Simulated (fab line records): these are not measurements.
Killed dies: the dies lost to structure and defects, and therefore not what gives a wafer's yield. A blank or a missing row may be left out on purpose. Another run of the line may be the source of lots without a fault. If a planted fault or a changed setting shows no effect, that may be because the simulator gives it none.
Split-lot study :: flow n5_finfet :: 21 wafers read across 7 lots, on a route 1938 steps long

## THE SPLIT
At N5_WELL_APT_COAT_02 (resist thk 950 nm), the setting spin_rpm was moved away from the recipe's 1357 rpm on 4 of the 21 wafers read, by -3.3% to +4.4%. The other wafers ran this setting at the recipe's value.

The split's own step is where the reading is taken.

## THE READING
coat_of_WELL_APT_COAT_02.thk_nm (the simulator's own value, which no gauge read), in nm, at N5_WELL_APT_COAT_02 (resist thk 950 nm). The file does not state a usual value for it. Average 950.8 nm, standard deviation 3.4 nm, over the 17 wafers here run with the recipe.

wafer: L080.2
tool, chamber at the split: litho_track-01, 0
spin_rpm as run, rpm: 1357
against the recipe: recipe
coat_of_WELL_APT_COAT_02.thk_nm, nm: 950.6
against lot-mates on the recipe: -

wafer: L080.3
tool, chamber at the split: litho_track-01, 0
spin_rpm as run, rpm: 1357
against the recipe: recipe
coat_of_WELL_APT_COAT_02.thk_nm, nm: 954.3
against lot-mates on the recipe: -

wafer: L080.5
tool, chamber at the split: litho_track-01, 0
spin_rpm as run, rpm: 1357
against the recipe: recipe
coat_of_WELL_APT_COAT_02.thk_nm, nm: 951.1
against lot-mates on the recipe: -

wafer: L081.1
tool, chamber at the split: litho_track-01, 0
spin_rpm as run, rpm: 1357
against the recipe: recipe
coat_of_WELL_APT_COAT_02.thk_nm, nm: 948.4
against lot-mates on the recipe: -

wafer: L081.3
tool, chamber at the split: litho_track-01, 0
spin_rpm as run, rpm: 1357
against the recipe: recipe
coat_of_WELL_APT_COAT_02.thk_nm, nm: 945.9
against lot-mates on the recipe: -

wafer: L081.4
tool, chamber at the split: litho_track-01, 0
spin_rpm as run, rpm: 1357
against the recipe: recipe
coat_of_WELL_APT_COAT_02.thk_nm, nm: 948
against lot-mates on the recipe: -

wafer: L082.1
tool, chamber at the split: litho_track-02, 0
spin_rpm as run, rpm: 1357
against the recipe: recipe
coat_of_WELL_APT_COAT_02.thk_nm, nm: 945.9
against lot-mates on the recipe: -

wafer: L082.3
tool, chamber at the split: litho_track-02, 0
spin_rpm as run, rpm: 1417
against the recipe: +4.4%
coat_of_WELL_APT_COAT_02.thk_nm, nm: 929.7
against lot-mates on the recipe: -16.2

wafer: L082.4
tool, chamber at the split: litho_track-02, 0
spin_rpm as run, rpm: 1417
against the recipe: +4.4%
coat_of_WELL_APT_COAT_02.thk_nm, nm: 928.5
against lot-mates on the recipe: -17.4

wafer: L083.1
tool, chamber at the split: litho_track-03, 0
spin_rpm as run, rpm: 1357
against the recipe: recipe
coat_of_WELL_APT_COAT_02.thk_nm, nm: 959
against lot-mates on the recipe: -

wafer: L083.4
tool, chamber at the split: litho_track-03, 0
spin_rpm as run, rpm: 1357
against the recipe: recipe
coat_of_WELL_APT_COAT_02.thk_nm, nm: 957.4
against lot-mates on the recipe: -

wafer: L083.6
tool, chamber at the split: litho_track-03, 0
spin_rpm as run, rpm: 1357
against the recipe: recipe
coat_of_WELL_APT_COAT_02.thk_nm, nm: 952.8
against lot-mates on the recipe: -

wafer: L088.3
tool, chamber at the split: litho_track-01, 0
spin_rpm as run, rpm: 1357
against the recipe: recipe
coat_of_WELL_APT_COAT_02.thk_nm, nm: 950.9
against lot-mates on the recipe: -

wafer: L088.4
tool, chamber at the split: litho_track-01, 0
spin_rpm as run, rpm: 1357
against the recipe: recipe
coat_of_WELL_APT_COAT_02.thk_nm, nm: 950.1
against lot-mates on the recipe: -

wafer: L088.5
tool, chamber at the split: litho_track-01, 0
spin_rpm as run, rpm: 1357
against the recipe: recipe
coat_of_WELL_APT_COAT_02.thk_nm, nm: 950.2
against lot-mates on the recipe: -

wafer: L093.2
tool, chamber at the split: litho_track-03, 0
spin_rpm as run, rpm: 1357
against the recipe: recipe
coat_of_WELL_APT_COAT_02.thk_nm, nm: 948.7
against lot-mates on the recipe: -

wafer: L093.4
tool, chamber at the split: litho_track-03, 0
spin_rpm as run, rpm: 1312
against the recipe: -3.3%
coat_of_WELL_APT_COAT_02.thk_nm, nm: 968.2
against lot-mates on the recipe: +19.5

wafer: L093.5
tool, chamber at the split: litho_track-03, 0
spin_rpm as run, rpm: 1312
against the recipe: -3.3%
coat_of_WELL_APT_COAT_02.thk_nm, nm: 968.3
against lot-mates on the recipe: +19.6

wafer: L094.1
tool, chamber at the split: litho_track-02, 0
spin_rpm as run, rpm: 1357
against the recipe: recipe
coat_of_WELL_APT_COAT_02.thk_nm, nm: 949.2
against lot-mates on the recipe: -

wafer: L094.2
tool, chamber at the split: litho_track-02, 0
spin_rpm as run, rpm: 1357
against the recipe: recipe
coat_of_WELL_APT_COAT_02.thk_nm, nm: 950.1
against lot-mates on the recipe: -

wafer: L094.5
tool, chamber at the split: litho_track-02, 0
spin_rpm as run, rpm: 1357
against the recipe: recipe
coat_of_WELL_APT_COAT_02.thk_nm, nm: 951.3
against lot-mates on the recipe: -

THE FIT
A straight line over all 21 wafers: coat_of_WELL_APT_COAT_02.thk_nm changes by -5.04 nm for each +1% of spin_rpm; r = -0.94; the points scatter about the line by 3.2 nm.
The same after taking each lot's own level away (the mean of its wafers on the recipe; 21 wafers): -4.58 nm for each +1%; r = -0.97; scatter 2.1 nm.
On that fit, the largest move of spin_rpm shifts the reading by 20 nm.
Measured against the standard deviation above, the lots' own levels, which go from 945.90 to 956.40 nm, span 3.1 times it.
Hence the slope depends on the lot-to-lot level, as the two fits are not the same.
Check: for one of the wafers moved furthest among these (+4.4%), held out of the fit, the line's prediction against its lot-mates is -21.3 nm. It came out at -16.2 nm against them.

## FILE'S OWN FIT
coat_of_WELL_APT_COAT_02.thk_nm changes by -4.56 nm for each +1% of spin_rpm, r = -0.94.
